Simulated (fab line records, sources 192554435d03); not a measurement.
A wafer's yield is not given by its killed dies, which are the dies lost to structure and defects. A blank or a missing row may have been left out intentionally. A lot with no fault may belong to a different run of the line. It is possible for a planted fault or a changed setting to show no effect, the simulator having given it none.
A struck lot beside a sound one + flow n5_finfet + 38 steps out of a route of 1938
Sound: these wafers, L978.1, L978.2, L978.4. Struck: wafers L990.2, L990.3 (left out: L990.5, a lot-mate that was not struck); the cause follows at the end.
Order at every step that has rows: each side's tool, ch and its chambers, its first start. Under that, the readings that differ: sound wafers + struck wafers + difference of the means + sigmas: that difference in standard deviations of wafers without a fault.
alike: a reading whose means differ by less than 2 such deviations, as well as words and numbers matching on both sides. not compared: withheld readings; readings where some wafer has no value; bounds like >300 that might hide an equal value; numbers whose values overlap and for which the record gives no deviation.
A row with sigmas, a row that says differs or no value, or rows on one side alone: a step with any of these is where the two part. When numbers do not overlap yet have no deviation, they are printed without sigmas and do not part them. A reading missing from all wafers of one side parts the sides only when that side holds two or more wafers.

first, 9 steps without rows for these wafers: N5_BEOL_M3_ANNEAL_95 (time 240 s); N5_BEOL_M3_SPUTTER_96 (material Cu, target thk 4.5 nm, time 8.29 s); N5_BEOL_M3_ECD_50 (material Cu, target thk 300 nm); N5_BEOL_M3_ANNEAL_51 (time 90 s); N5_BEOL_M3_CMP_52 (polishes, stops on SiOC, t overpolish 6.8 s, target thk 40 nm); N5_BEOL_M3_PRE_CLEAN_60 (time 15 s); N5_BEOL_M3_CO_CAP_55 (material Co, precursor CCTBA/H2, target thk 2 nm, time 102.1 s); N5_BEOL_M3_PRE_CLEAN_56 (time 15 s); N5_BEOL_M3_DEP_57 (deposits SiCN from 3MS/NH3, target thk 8 nm, time 14 s).
N5_BEOL_M4_ILD_DEP_00: deposits SiOC from DEMS/O2, target thk 79 nm, time 15.3 s.
  sound on pecvd-02 ch 0,1,2, day 8 19:07; struck on pecvd-02 ch 0,1, day 12 16:48
| reading                                      | sound          | struck      | difference | sigmas |
|----------------------------------------------|----------------|-------------|------------|--------|
| model.SiOC_of_BEOL_M4_ILD_DEP_00.thk_nm (nm) | 78.4 78.6 79.4 | 101.6 101.2 | +22.6      |        |
  alike: heater_power_w, showerhead_plenum_p_Torr, throttle_valve_pct
N5_BEOL_M4_THK_MEAS_01:
  struck on film_metro-02, day 12 16:52; sound on film_metro-01, day 8 19:11
| reading         | sound          | struck      | difference | sigmas |
|-----------------|----------------|-------------|------------|--------|
| M4_ILD_THK (nm) | 78.3 78.7 79.5 | 101.5 101.3 | +22.6      | +21    |
then, 24 steps without rows for these wafers: N5_BEOL_M4_PECVD_72 (deposits SiO2 from TEOS/O2, target thk 16 nm, time 18 s); N5_BEOL_M4_HM_DEP_02 (deposits TiN, target thk 20 nm); N5_BEOL_M4_COAT_61 (time 60 s, resist thk 60 nm); N5_BEOL_M4_COAT_62 (time 60 s, resist thk 12 nm); N5_BEOL_M4_COAT_73 (time 60 s, resist thk 5 nm); N5_BEOL_M4_COAT_05 (resist thk 30 nm); N5_BEOL_M4_EBR_07; N5_BEOL_M4_SOFTBAKE_06 (time 60 s); N5_BEOL_M4_EXPOSE_08 (exposes mask M4); N5_BEOL_M4_PEB_09 (peb time 60 s); N5_BEOL_M4_DEVELOP_10 (develop time 30 s); N5_BEOL_M4_DESCUM_16 (chemistry O2, time 7 s); N5_BEOL_M4_ETCH_74 (etches underlayer in N2/H2, target depth 6.5 nm, time 5.2 s); N5_BEOL_M4_ETCH_63 (etches SiARC in CF4, target depth 15.6 nm, time 26 s); N5_BEOL_M4_ETCH_64 (etches SOC in N2/H2, target depth 75 nm, overetch 22.5 nm, time 121.9 s); N5_BEOL_M4_STRIP_65 (strips in N2/H2); N5_BEOL_M4_STRIP_75 (strips in N2/H2); N5_BEOL_M4_STRIP_66 (strips in CF4); N5_BEOL_M4_HM_OPEN_17 (chemistry Cl2/BCl3, target TiN, target depth 20 nm, overetch 6 nm); N5_BEOL_M4_STRIP_19 (strips in O2); N5_BEOL_M4_COAT_67 (time 60 s, resist thk 60 nm); N5_BEOL_M4_COAT_68 (time 60 s, resist thk 12 nm); N5_BEOL_M4_COAT_76 (time 60 s, resist thk 5 nm); N5_BEOL_M4_COAT_22 (resist thk 30 nm).
N5_BEOL_M4_CMP_52: polishes, stops on SiOC, t overpolish 6.8 s, target thk 40 nm.
  sound on cmp-04 ch 0,1,2, day 9 11:03; struck on cmp-03 ch 0,3, day 13 02:40
| reading                                      | sound          | struck    | difference | sigmas |
|----------------------------------------------|----------------|-----------|------------|--------|
| model.SiOC_of_BEOL_M4_ILD_DEP_00.thk_nm (nm) | 75.4 75.6 76.4 | 98.6 98.2 | +22.6      |        |
  alike: head_pressure_psi, motor_current_A, platen_rpm
N5_BEOL_M4_RC_MEAS_101:
  sound on prober-01 ch 0, day 9 11:46; struck on prober-01 ch 0, day 13 03:23
  no value came back on the struck wafers for CHAIN_V3 (ohm/link), CHAIN_V3_max_site (ohm/link); on the sound wafers CHAIN_V3 (ohm/link) reads 228 228 247
  alike: DIBL_N, DIBL_P, IOFF_N, IOFF_P, ION_N, ION_P, SS_N, SS_P, VT_N, VT_P
-- here the record skips 4 days between the struck wafers' starts before and after, leaving off in module BEOL_M4 and picking up in module PASSIVATION (first step shown: number 1936 of the route) --
N5_PASSIVATION_PROBE_49:
  the record has rows for the struck wafers here (prober-01, day 17 12:16) and none for the sound ones

## WHERE THEY PART
Last at N5_PASSIVATION_PROBE_49 as far as this record goes, first at N5_BEOL_M4_THK_MEAS_01.

WHY: whatever the simulator had introduced
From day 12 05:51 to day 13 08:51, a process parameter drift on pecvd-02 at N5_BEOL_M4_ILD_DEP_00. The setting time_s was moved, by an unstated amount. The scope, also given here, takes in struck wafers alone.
